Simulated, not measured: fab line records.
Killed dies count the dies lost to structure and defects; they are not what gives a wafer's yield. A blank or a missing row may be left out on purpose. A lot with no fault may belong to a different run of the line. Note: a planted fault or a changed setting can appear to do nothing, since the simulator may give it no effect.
Problem report in the 8D (eight disciplines) form, filled by code    flow n5_finfet    the parts of the form that need people (team, actions taken, sign-off) are left out

1. THE PROBLEM
raw_defect_count at N5_BEOL_M3_INSPECT_59 reads a mean of 338 on 4 wafers of 2 lots; wafers without a fault read 77 with a standard deviation of 25. Measured from the usual mean, that is +10 standard deviations.
The step: inspects for defects (darkfield).
First observed at day 10 13:20: wafer L211.4, on defect_inspect-01. Wafers with a number at this step in the record: 27, from 9 lots. By rule, "out" or "out of limits" means more than 4 standard deviations away from the usual mean. Any other wafer with a number is counted as sound.

2. WHAT IT IS, AND WHAT IT ISN'T
question                     is                                    is not
which readings at this step  raw_defect_count                      -
which lots                   L211, L214                            L200, L201, L202, L203, L215, L217, L222
which wafers of those lots   L211.4, L214.1, L214.2, L214.4        L211.3, L211.5
read on which gauges         defect_inspect-01, defect_inspect-02  -
when                         from day 10 13:20                     up to then (14 sound wafers); but 9 sound wafers of L215, L217, L222 came after

3. SUSPECTS, AND WHAT RULES EACH OUT
Counting: a tool at a process step up to the reading stays a suspect if it ran every lot that is out. Sound lots after the first of them don't rule it out here, since some wafers of a struck lot are sound.
- the gauge at N5_BEOL_M3_INSPECT_59 is ruled out. The wafers that are out were read on 2 gauges (defect_inspect-01, defect_inspect-02).
- cmp-04 at N5_BEOL_M3_CMP_52 (polishes, stops on SiOC, t overpolish 6.8 s, target thk 40 nm): kept. It processed each lot that is out (first: L211, day 10 12:41); up to then, its last sound lot is L201 (day 8 01:47).
- cvd_co-01 at N5_BEOL_M3_CO_CAP_55 (material Co, precursor CCTBA/H2, target thk 2 nm, time 102.1 s): kept. It processed each lot that is out (first: L211, day 10 13:06); up to then, its last sound lot is L203 (day 8 08:37).
- Within cvd_co-01 at N5_BEOL_M3_CO_CAP_55: the wafers that are out ran in chamber 1; their sound lot-mates ran in chamber 0.
Remaining after the count are cmp-04 at N5_BEOL_M3_CMP_52 and cvd_co-01 at N5_BEOL_M3_CO_CAP_55.

4. THE CAUSE (what the simulator had put in)
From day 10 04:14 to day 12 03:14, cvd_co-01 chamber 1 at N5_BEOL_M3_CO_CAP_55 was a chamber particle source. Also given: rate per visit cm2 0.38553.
After counting, 2 suspects remain, this tool included.

5. SEQUENCE OF EFFECTS, ordered by route
Each row: a reading where the mean over the struck wafers with a number is more than 3 standard deviations away from the usual. Scope: only readings with a usual standard deviation given in the record; hours: median across lots of the time from each lot's start at the first step in this table that gives one to its start at this step; sigmas: change in usual standard deviations.
hours  step                     reading               usual   on struck wafers  change  sigmas
0      N5_BEOL_M3_INSPECT_59    raw_defect_count      77      338               +261    +10
2      N5_BEOL_M4_INSPECT_13    raw_defect_count      426     784               +358    +3.2
118    N5_PASSIVATION_PROBE_49  defect_limited_yield  91.2 %  84.6              -6.6    -4.1
118    N5_PASSIVATION_PROBE_49  killed_at_M0_to_M3    31      115               +84     +8.4
118    N5_PASSIVATION_PROBE_49  killed_dies           104     182               +78     +4.3
118    N5_PASSIVATION_PROBE_49  sort_bin_5_function   5.1 %   9.8               +4.7    +4.3
118    N5_PASSIVATION_PROBE_49  sort_n_pass           1076    998               -78     -4.3
118    N5_PASSIVATION_PROBE_49  sort_yield_pct        91.2 %  84.6              -6.6    -4.1
Process steps it contains:
- N5_PASSIVATION_PROBE_49
Later measuring or inspecting steps at which every struck wafer that the step has a row for has a number for every such reading, and none has moved that far: N5_BEOL_M4_RC_MEAS_101.

6. HOW IT WOULD HAVE BEEN CAUGHT EARLIER
9 hours passed between the start of the fault at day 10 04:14 and the first reading out of limits at a measuring or inspecting step in this record, taken at day 10 13:20.
Tool readings at N5_BEOL_M3_CO_CAP_55 with a usual standard deviation given in the record: none out on any struck wafer, hence no alarm at a limit of 4 standard deviations on them.
L214, from the lots that are out (2), started N5_BEOL_M3_CO_CAP_55 on cvd_co-01 later than day 10 13:20. Had the tool been put on hold then, it would have been spared.
